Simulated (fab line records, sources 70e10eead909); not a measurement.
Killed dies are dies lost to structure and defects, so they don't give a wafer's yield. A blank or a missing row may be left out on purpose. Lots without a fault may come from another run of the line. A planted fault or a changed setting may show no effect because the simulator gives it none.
Problem report in the 8D (eight disciplines) form, filled by code | flow nand_harc | the parts of the form that need people (team, actions taken, sign-off) are left out

1. THE PROBLEM
thk_nm at NHARC_A_ONON_D1_THK_MEAS_21 reads a mean of 1507 nm on 3 wafers of 3 lots; wafers without a fault read 997 nm with a standard deviation of 10. That is +51 standard deviations from the usual mean.
The step: measures by ellipsometry.
First seen on wafer L471.2, day 9 07:48, on film_metro-01. The record holds 42 wafers of 15 lots with a number at this step. Rule for "out", or "out of limits": more than 4 standard deviations from the usual mean. The other wafers with a number count as sound.

2. WHAT IT IS AND WHAT IT IS NOT
question                    | is                           | is not
which readings at this step | thk_nm                       | -
which lots                  | L471, L472, L475             | L465, L467, L478, L479, L480, L481, L482, L483, L485, L486, L487, L488
which wafers of those lots  | L471.2, L472.2, L475.1       | L471.4, L472.3, L475.4
read on which gauges        | film_metro-01, film_metro-02 | -
when                        | from day 9 07:48             | up to then (7 sound wafers); but 32 sound wafers of L472, L475, L478, L479, L480, L481, L482, L483, L485, L486, L487, L488 came after

3. SUSPECTS, AND WHAT RULES EACH OUT
Counting: a tool at a process step up to the reading stays a suspect if it ran every lot that is out. Sound lots after the first of them don't rule it out here, since some wafers of a struck lot are sound.
- the gauge at NHARC_A_ONON_D1_THK_MEAS_21: ruled out. The wafers that are out were read on 2 gauges (film_metro-01, film_metro-02).
- pecvd_onon-04 at NHARC_A_ONON_D1_DEP_19 (target thk 1000 nm): kept. It ran every lot that is out, first L471 (day 9 07:20); its last sound lot up to then is L467 (day 8 19:22).
Left after counting: pecvd_onon-04 at NHARC_A_ONON_D1_DEP_19.

4. THE CAUSE (what the simulator had put in)
Process parameter drift: pecvd_onon-04, from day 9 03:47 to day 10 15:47, at NHARC_A_ONON_D1_DEP_19. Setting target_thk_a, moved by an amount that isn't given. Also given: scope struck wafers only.
Counting left only this tool.

5. THE CHAIN OF EFFECTS, in route order
Each row: a reading whose mean over the struck wafers that have a number lies more than 3 standard deviations from the usual. Only readings for which the record gives a usual standard deviation are gone through. hours: the time from each lot's start at the first step in this table that gives one to its start at this step, as a median over the lots. sigmas: the change in usual standard deviations.
hours | step                        | reading | usual  | on struck wafers | change | sigmas
0     | NHARC_A_ONON_D1_THK_MEAS_21 | thk_nm  | 997 nm | 1507             | +510   | +51
Later measuring or inspecting steps at which every struck wafer that the step has a row for has a number for every such reading, and none has moved that far: NHARC_A_ONON_D1_THK_MEAS_24.

6. WHAT WOULD HAVE CAUGHT IT SOONER
In this record the first reading out of limits at a measuring or inspecting step was taken at day 9 07:48, 4 hours after the fault began at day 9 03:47.
Of the tool readings at NHARC_A_ONON_D1_DEP_19 for which the record gives a usual standard deviation, none was out on any struck wafer, so an alarm limit of 4 standard deviations on them would not have fired.
Of the lots that are out (3), L472, L475 began NHARC_A_ONON_D1_DEP_19 on pecvd_onon-04 after day 9 07:48. A hold on the tool at that time would have spared those 2.
